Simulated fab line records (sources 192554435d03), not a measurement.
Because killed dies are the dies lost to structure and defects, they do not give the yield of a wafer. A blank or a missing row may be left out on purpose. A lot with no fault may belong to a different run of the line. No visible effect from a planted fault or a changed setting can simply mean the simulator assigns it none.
Chamber matching -- flow n5Finfet -- N5_BEOL_M8_DESCUM_33 on rieDiel-06 has 4 sister chambers
The step chemistry O2, time 7 s. 4 wafers are shown with their chamber, then 7 later ones without.

WAFERS PAIRED WITH THEIR CHAMBERS
wafer,chamber,drypumpMotorCurrentA (A)
L078.1,0,6.8
L078.3,3,4.9
L085.2,1,5.7
L085.4,2,5.9

WAFERS MISSING THEIR CHAMBER
wafer,drypumpMotorCurrentA (A)
L085.6,5.7
L091.4,6.0
L091.5,4.9
L091.6,6.0
L096.2,6.9
L096.3,5.9
L096.6,6.8

WHICH CHAMBER EACH WENT THROUGH
wafer,from the rows above,in truth
L085.6,1,1
L091.4,2,2
L091.5,3,3
L091.6,2,2
L096.2,0,0
L096.3,2,2
L096.6,0,0
7 of 7 placed correctly. From these rows, 0 cannot be placed. Number placed wrongly: 0.
How it was worked out, from the rows above alone: a wafer's distance from a chamber is the root of the sum, over the readings, of the square of ((its reading less the chamber's mean) divided by the reading's scatter). The wafer belongs to the nearest chamber; if the next one is less than 2 further off, it can't be placed. A chamber's mean is the mean of its shown wafers. The scatter: root of mean squared gap, hidden wafer to nearest shown wafer, with one shown wafer a chamber.
